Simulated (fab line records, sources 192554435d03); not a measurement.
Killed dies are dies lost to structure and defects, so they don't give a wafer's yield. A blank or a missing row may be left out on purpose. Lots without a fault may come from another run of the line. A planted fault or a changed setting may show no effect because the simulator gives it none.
fab line records | flow n5_finfet
record lots=11 wafers=33 last_day=19
route steps=1938 shown HKMG_FIN@452
lots that met no fault: from a run of the same line without faults
start_h: hours from the record's first day to the start of the lot's first wafer shown | wait_h: hours since the lot's step before | " the same as in the row above | L1.1+2: a row that stands for several wafers | - no value, or no start given | * or withheld: withheld | < > ~ a bound
route shown NAME@n: a module of which the file shows steps, and the number in the route of the first | usual: mean/standard deviation of fault-free wafers | same: alike in all rows | chamber/n: place in a boat | sites: the reading at each site | _std_site: their standard deviation | _edge_site: outer sites' mean less inner sites' | radius_mm: how far each site lies from the wafer's centre | mask NAME#n: copy n | behind: the tool/chamber that last shaped the wafer | hold: why the lot was held/for how many hours/how that ended | device: the transistor (n, p or np) that didn't switch | end of line: the same wafers' tests at the end of the route | a step without rows: its recipe alone | killed: dies lost to structure and defects at the first sort, not the wafer's yield | map: a wafer's dies, x killed, . not, _ none there
set.NAME: the setting as run; set.NAME@STEP: as run at that earlier step | model.NAME: the simulator's own value behind a step, which no gauge read
steps of the route over a sample of lots; a table a step, a row a wafer
services: from which hour (start_h, from the record's first day; less than 0 if before it) a tool's chamber was out of use, for how many hours, and why
## steps
# step N5_HKMG_FIN_STRIP_90
# recipe chemistry=N2/H2 material=SOC time_s=20 power_w=500 temp_c=40 pressure_mtorr=50 rf_frequency_hz=6e+07 bias_power_w=8 h2_frac=0.5 n2_flow_sccm=300 h2_flow_sccm=300
# usual drypump_motor_current_A=5.51/0.28 oes_product_au=0.76/0.092 rf_vpp_V=54.2/0.78 showerhead_plenum_p_Torr=3.34/0.11 throttle_valve_pct=19.0/0.37
# columns lot.wafer tool chamber start_h wait_h drypump_motor_current_A oes_product_au rf_hours_counter_h rf_vpp_V showerhead_plenum_p_Torr throttle_valve_pct
L475.1 rie_diel-04 1 76.42 0.0 5.92 0.74 175 53.6 3.22 18.6
L475.2 " 2 " " 5.42 0.71 215 53.8 3.32 18.6
L475.6 " 0 " " 5.54 0.75 - 54.2 3.35 19.4
L476.2 rie_diel-01 2 90.09 0.0 5.79 0.75 168 54.2 3.21 18.9
L476.3 " 0 " " 5.33 0.72 173 54.3 3.48 19.3
L476.5 " 1 " " 5.66 0.70 - 54.5 3.20 18.8
L477.3 rie_diel-04 3 92.98 0.0 5.24 0.77 144 55.0 3.38 19.3
L477.4 " 1 " " 5.94 0.74 180 53.6 3.22 18.7
L477.5 " 3 " " 5.22 0.77 - 54.3 3.38 19.3
L478.2 rie_diel-04 0 97.02 0.0 5.55 0.73 190 54.0 3.35 19.5
L478.3 " 3 " " 5.25 0.77 145 54.4 3.38 19.3
L478.5 " 0 " " 5.55 0.74 - 54.0 3.35 19.4
L484.1 rie_diel-03 1 133.83 0.0 5.85 0.69 223 54.4 3.46 19.3
L484.4 " 3 " " 5.44 0.89 - 54.5 3.42 19.0
L484.5 " 1 " " 5.85 0.68 - 55.2 3.46 19.4
L487.2 rie_diel-04 1 150.38 0.0 5.94 0.72 197 53.6 3.21 18.7
L487.3 " 0 " " 5.57 0.72 206 53.5 3.34 19.5
L487.4 " 2 " " 5.42 0.69 237 54.5 3.31 18.6
L489.1 rie_diel-01 2 161.77 0.0 5.80 0.74 195 54.3 3.19 18.9
L489.3 " 1 " " 5.65 0.69 212 53.9 3.19 18.8
L489.5 " 1 " " 5.61 0.69 - 52.9 3.19 18.8
L494.1 rie_diel-03 1 190.74 0.0 5.85 0.68 241 53.0 3.45 19.4
L494.2 " 0 " " 5.81 0.91 15 54.3 3.44 18.6
L494.4 " 3 " " 5.46 0.87 58 53.5 3.41 19.0
L495.2 rie_diel-01 3 201.70 0.0 5.28 0.87 39 54.5 3.27 18.3
L495.3 " 1 " " 5.64 0.67 227 54.7 3.18 18.9
L495.4 " 1 " " 5.65 0.67 - 53.7 3.18 18.8
L497.2 rie_diel-03 1 211.31 0.0 5.85 0.67 247 54.8 3.44 19.4
L497.3 " 0 " " 5.87 0.90 21 54.3 3.43 18.6
L497.5 " 2 " " 4.93 0.94 - 56.0 3.57 19.1
L498.2 rie_diel-01 1 215.11 0.0 5.64 0.67 233 54.2 3.17 18.9
L498.4 " 3 " " 5.26 0.86 - 54.1 3.27 18.3
L498.6 " 0 " " 5.34 0.68 - 54.4 3.46 19.3
# step N5_HKMG_FIN_STRIP_69
# recipe chemistry=N2/H2 power_w=2500 temp_c=300 h2_frac=0.65 time_s=360 pressure_mtorr=withheld n2_flow_sccm=1750 h2_flow_sccm=3250
# usual drypump_motor_current_A=6.1/0.59 heater_power_w=476/37
# columns lot.wafer tool chamber start_h wait_h drypump_motor_current_A heater_power_w rf_hours_counter_h
L475.1 plasma_asher-01 0 76.72 0.1 5.3 413 32
L475.2 " 1 " " 6.6 460 32
L475.6 " 1 " " 6.6 476 -
L476.2 plasma_asher-02 0 90.41 0.1 5.7 502 95
L476.3 " 1 " " 6.7 498 -
L476.5 " 0 " " 5.7 511 -
L477.3 plasma_asher-02 1 93.40 0.2 6.7 491 -
L477.4 " 0 " " 5.6 516 -
L477.5 " 1 " " 6.7 505 -
L478.2 plasma_asher-02 1 97.32 0.1 6.7 485 97
L478.3 " 0 " " 5.7 488 -
L478.5 " 0 " " 5.7 525 -
L484.1 plasma_asher-02 0 134.33 0.3 5.6 511 104
L484.4 " 0 " " 5.7 517 -
L484.5 " 0 " " 5.7 514 -
L487.2 plasma_asher-01 0 150.68 0.1 5.3 419 46
L487.3 " 1 " " 6.6 472 -
L487.4 " 0 " " 5.3 410 -
L489.1 plasma_asher-02 0 162.20 0.2 5.7 523 109
L489.3 " 1 " " 6.7 508 -
L489.5 " 1 " " 6.7 496 -
L494.1 plasma_asher-01 0 191.04 0.1 5.3 412 52
L494.2 " 1 " " 6.6 474 52
L494.4 " 1 " " 6.6 466 -
L495.2 plasma_asher-02 1 202.00 0.1 6.7 488 120
L495.3 " 0 " " 5.7 510 -
L495.4 " 1 " " 6.7 481 -
L497.2 plasma_asher-02 0 211.61 0.1 5.7 515 122
L497.3 " 0 " " 5.7 504 -
L497.5 " 0 " " 5.7 521 -
L498.2 plasma_asher-01 1 215.41 0.1 6.6 467 56
L498.4 " 0 " " 5.3 410 -
L498.6 " 1 " " 6.6 460 -
# step N5_HKMG_FIN_ALD_72
# recipe material=W target_thk_a=20 temp_c=300 pressure_torr=7.5 ald_precursor_family=WF6 ald_co_reactant=B2H6 pulse_time_s=1 purge_time_s=2 co_reactant_purge_time_s=2 co_reactant_pulse_time_s=3 ald_cycles=7
# usual heater_power_w=498/43 precursor_pulse_height_rel=0.997/0.02
# same ald_cycles=7
# columns lot.wafer tool chamber start_h wait_h heater_power_w precursor_pulse_height_rel
L475.1 cvd_w-01 0 77.47 0.2 483 1.037
L475.2 " 1 " " 461 1.018
L475.6 " 1 " " 469 0.980
L476.2 cvd_w-01 0 91.15 0.2 478 0.990
L476.3 " 1 " " 476 0.987
L476.5 " 1 " " 460 1.000
L477.3 cvd_w-01 1 94.04 0.2 468 1.008
L477.4 " 0 " " 480 0.992
L477.5 " 0 " " 473 0.977
L478.2 cvd_w-01 1 98.06 0.2 458 0.982
L478.3 " 0 " " 468 1.011
L478.5 " 1 " " 453 1.008
L484.1 cvd_w-01 0 135.07 0.2 474 0.975
L484.4 " 0 " " 461 0.974
L484.5 " 1 " " 462 1.027
L487.2 cvd_w-02 0 151.43 0.2 479 1.007
L487.3 " 1 " " 579 1.004
L487.4 " 0 " " 481 0.987
L489.1 cvd_w-02 0 162.95 0.2 483 1.031
L489.3 " 1 " " 569 0.988
L489.5 " 0 " " 482 0.975
L494.1 cvd_w-01 1 191.79 0.2 463 1.026
L494.2 " 0 " " 480 0.963
L494.4 " 0 " " 472 1.006
L495.2 cvd_w-01 0 202.76 0.2 475 0.972
L495.3 " 1 " " 467 1.011
L495.4 " 0 " " 471 0.991
L497.2 cvd_w-02 0 212.36 0.2 477 1.020
L497.3 " 1 " " 586 0.993
L497.5 " 1 " " 567 1.021
L498.2 cvd_w-02 0 216.16 0.2 499 0.998
L498.4 " 1 " " 580 0.992
L498.6 " 0 " " 500 0.994
# step N5_HKMG_FIN_CMP_23
# recipe stop_on=SiNx t_overpolish_s=10 post_cmp_clean=rinse_only down_force_psi=4 platen_rpm=50.289 pad_velocity_m_s=1.0006 target_thk_nm=46.326
# usual head_pressure_psi=3.999/0.0081 motor_current_A=11.8/1.1 overpolish_run_s=10.00/0.048 platen_rpm=50.29/0.031 time_to_endpoint_s=13.2/2.7
# columns lot.wafer tool chamber start_h wait_h head_pressure_psi motor_current_A overpolish_run_s platen_rpm time_to_endpoint_s
L475.1 cmp-03 0 77.64 0.0 3.997 11.3 9.99 50.31 17.9
L475.2 " 2 " " 3.992 11.6 9.98 50.28 10.4
L475.6 " 0 " " 3.996 11.3 10.01 50.31 15.2
L476.3 cmp-01 1 91.40 0.1 3.986 10.9 10.00 50.28 15.7
L476.2 " 3 " " 3.998 11.5 10.00 50.29 12.7
L476.5 " 1 " " 4.007 10.6 9.99 50.28 16.3
L477.4 cmp-01 2 94.35 0.2 3.989 11.6 9.44 50.32 19.3
L477.3 " 3 " " 3.988 11.7 10.00 50.27 14.0
L477.5 " 0 " " 3.994 13.1 10.00 50.31 11.3
L478.3 cmp-01 2 98.23 0.0 4.000 11.9 10.00 50.29 16.5
L478.2 " 3 " " 4.011 11.4 10.00 50.31 14.3
L478.5 " 3 " " 4.007 12.5 10.01 50.32 13.1
L484.1 cmp-01 0 135.24 0.0 3.995 13.3 10.01 50.29 10.8
L484.4 " 2 " " 4.011 12.1 10.00 50.36 16.3
L484.5 " 1 " " 3.993 10.7 10.00 50.27 15.1
L487.3 cmp-01 0 151.60 0.0 3.998 13.6 10.01 48.23 13.0
L487.2 " 2 " " 3.998 12.4 9.99 50.32 17.7
L487.4 " 3 " " 4.005 12.0 10.02 50.24 12.3
L489.3 cmp-01 1 163.12 0.0 4.013 10.5 10.00 50.28 18.3
L489.1 " 0 " " 4.000 13.5 10.00 48.32 12.2
L489.5 " 1 " " 3.987 10.7 10.00 50.26 18.3
L494.2 cmp-03 2 191.97 0.0 3.986 12.4 10.02 50.29 7.6
L494.4 " 3 " " 3.994 10.9 10.01 50.29 11.6
L494.1 " 0 " " 4.016 11.5 10.01 50.33 14.3
L495.3 cmp-03 3 202.93 0.0 4.004 10.9 9.98 50.34 14.1
L495.4 " 1 " " 3.999 12.1 10.01 50.33 13.6
L495.2 " 2 " " 3.983 12.0 10.02 50.31 11.0
L497.2 cmp-03 0 212.53 0.0 3.999 11.6 10.00 50.31 14.8
L497.3 " 2 " " 4.008 11.5 10.01 50.33 8.9
L497.5 " 1 " " 4.001 12.5 10.00 50.27 15.3
L498.2 cmp-03 2 216.49 0.2 4.013 11.7 10.00 50.28 10.7
L498.4 " 3 " " 3.991 10.0 10.00 50.28 14.6
L498.6 " 0 " " 4.004 12.2 10.01 50.29 13.8
## services
# columns tool chamber start_h hours kind
rie_diel-04 0 55.90 3.5 repair
rie_diel-01 - 59.04 2.4 repair
rie_diel-01 3 71.90 8.0 repair
rie_diel-01 3 84.55 - clean
rie_diel-01 3 84.55 - consumable_replace:focus_ring
rie_diel-01 3 84.55 14.8 scheduled_down
cmp-03 - 93.65 5.6 pm
rie_diel-01 1 97.91 3.7 repair
cvd_w-01 - 115.34 0.8 repair
cmp-01 - 125.98 4.0 pm
plasma_asher-02 - 129.60 2.3 repair
cmp-01 - 129.98 - consumable_replace:conditioner
cmp-01 - 129.98 - consumable_replace:pad
rie_diel-01 0 130.07 9.3 repair
rie_diel-01 - 130.59 0.9 repair
cmp-01 - 138.77 0.6 repair
rie_diel-03 - 149.57 2.8 pm
rie_diel-04 0 165.31 3.0 repair
plasma_asher-01 - 166.52 6.3 repair
cmp-01 - 176.50 1.6 repair
plasma_asher-01 - 182.30 1.2 repair
cmp-01 - 188.22 12.1 pm
cvd_w-02 0 202.41 1.3 repair
cmp-01 - 206.69 5.5 pm
## key
first_sign step=N5_HKMG_FIN_CMP_23 reading=platen_rpm direction=down sigmas=65 usual=50.29 struck=48.27
effect none on later readings
met_at N5_HKMG_FIN_CMP_23
struck_lots L487,L489
struck_wafers L487.3,L489.1
tester_left_out L487,L489
not_acting_at N5_HKMG_FIN_STRIP_90,N5_HKMG_FIN_STRIP_69,N5_HKMG_FIN_ALD_72
onset_between 135.24 151.60
fault kind=process_parameter_drift tool=cmp-01 chamber=0 onset_h=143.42 steps=N5_HKMG_FIN_CMP_23 channel=platen_rpm offset=-2.0116 shape=step end_h=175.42 acts_in=these_recipes_only stated=50.289
# tester_left_out: of these lots the tester's yield and bins aren't shown, on N5 and GAA mostly nor the transistor test; their killed dies are dies lost to structure and defects alone, not to doping, threshold or leakage, so they don't give the yield
